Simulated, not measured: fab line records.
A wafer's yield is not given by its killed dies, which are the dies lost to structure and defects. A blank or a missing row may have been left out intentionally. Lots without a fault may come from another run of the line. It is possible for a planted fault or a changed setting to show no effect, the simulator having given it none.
Which tool did it? || flow nand-harc || 6 lots (18 wafers sampled), 1 step of a 1302-step route

## WHAT EACH GAUGE READ, for each wafer
NHARC_A_CONTACT_CD_MEAS_69: the cd target is 300 nm.
{"lot": "L396", "measured": "day 23 02:26", "on": "cd-sem-01", "cd-nm (nm)": "299.9 300.1 300.8"}
{"lot": "L398", "measured": "day 23 14:58", "on": "cd-sem-01", "cd-nm (nm)": "300.4 300.4 300.7"}
{"lot": "L400", "measured": "day 24 16:28", "on": "cd-sem-01", "cd-nm (nm)": "300.5 299.6 300.2"}
{"lot": "L408", "measured": "day 28 14:36", "on": "cd-sem-01", "cd-nm (nm)": "300.4 299.8 300.3"}
{"lot": "L416", "measured": "day 31 16:16", "on": "cd-sem-03", "cd-nm (nm)": "299.8 300.6 299.6"}
{"lot": "L415", "measured": "day 32 02:50", "on": "cd-sem-03", "cd-nm (nm)": "299.7 300.2 300.4"}

## WHICH TOOL RAN EACH LOT (tool, then ch and the chambers of the sampled wafers, then the start)
No process step before these readings appears in the record.

## THE ANSWER, worked out from the rows above alone
Rule: the lots themselves supply what counts as usual. Put in order of their means at a reading, lots are off if they are a third of the lots or fewer, leave a main group of 4 or more, and stand apart from it by a gap of 3 or more times the standard deviation of the main group's means; of several such gaps the widest counts. A main group is skipped when, at the precision printed for the reading in the tables above, its means are all equal. A lot without any number at a reading at which 4 lots or more have one is off too. All remaining lots with rows at the step are treated as sound.
No lot is off at any reading shown: from this, nothing can be told.

## WHAT HAD BEEN PUT IN BY THE SIMULATOR
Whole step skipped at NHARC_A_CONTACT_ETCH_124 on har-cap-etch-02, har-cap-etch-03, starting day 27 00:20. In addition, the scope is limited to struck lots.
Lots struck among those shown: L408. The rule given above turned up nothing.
